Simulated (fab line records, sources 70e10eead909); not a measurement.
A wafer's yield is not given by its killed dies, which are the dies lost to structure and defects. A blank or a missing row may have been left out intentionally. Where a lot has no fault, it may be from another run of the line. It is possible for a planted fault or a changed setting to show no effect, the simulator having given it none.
One fault through the eyes of 2 desks + flow nandHarc + each desk has only its own numbers; what lay behind them comes last

== THE DEFECT DESK ==
Lot by lot, what the route's inspections counted, given as the mean of those sampled wafers with a number. If a lot's mean is further than 4 standard deviations from the usual mean, the lot is out of limits and carries the mark OUT (the distance appears in the brackets).
Columns: A = rawDefectCount at NHARC_A_M1_INSPECT_27, usual 451
| lot  | first seen here | A   |
|------|-----------------|-----|
| L747 | day 17 18:06    | 546 |
| L750 | day 18 07:54    | 559 |
| L748 | day 18 08:13    | 400 |
| L749 | day 18 08:50    | 456 |
| L752 | day 18 13:23    | 539 |
| L751 | day 19 12:19    | 349 |
| L761 | day 20 16:33    | 334 |
| L759 | day 21 02:09    | 526 |
| L762 | day 21 15:45    | 320 |
| L763 | day 21 16:53    | 512 |
| L767 | day 22 08:11    | 506 |
| L769 | day 23 20:32    | 544 |
This desk found nothing out of limits on any of the 12 lots.

== THE TOOL OWNER'S DESK: krfScanner-02 ==
The tool's own readings at NHARC_A_BONDPAD_EXPOSE_06 (exposes mask A BPAD): means of the sampled wafers that have a number, for each lot that ran on this tool. If a lot's mean is further than 4 standard deviations from the usual mean, the lot is out of limits and carries the mark OUT (the distance appears in the brackets).
Columns: A = exposureDoseMJCm2 at NHARC_A_BONDPAD_EXPOSE_06, usual 36.96
| lot  | first seen here | A               |
|------|-----------------|-----------------|
| L750 | day 18 09:43    | 36.99           |
| L749 | day 18 10:40    | 36.98           |
| L752 | day 18 15:06    | 40.48 (+86) OUT |
| L751 | day 19 14:24    | 39.71 (+67) OUT |
This desk's finding: out of limits on L751, L752; first on L752, day 18 15:06 (exposureDoseMJCm2 at NHARC_A_BONDPAD_EXPOSE_06). L750, L749 stayed within limits.

== TAKEN TOGETHER ==
The tool owner's desk could have raised an alarm at day 18 15:06, on L751, L752.
The defect desk saw nothing out of limits.
The defect desk has L751, L752 on record, within its limits.
All the named lots went through NHARC_A_BONDPAD_EXPOSE_06 on krfScanner-02.

== WHAT HAD BEEN PUT IN BY THE SIMULATOR ==
Process parameter drift: krfScanner-02, from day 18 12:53 on, at NHARC_A_BONDPAD_EXPOSE_06. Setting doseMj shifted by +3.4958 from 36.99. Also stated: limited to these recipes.
Lots struck among those shown: L751, L752.
Delay in hours, fault start to first out-of-limits reading, by desk: the tool owner's desk at 2.
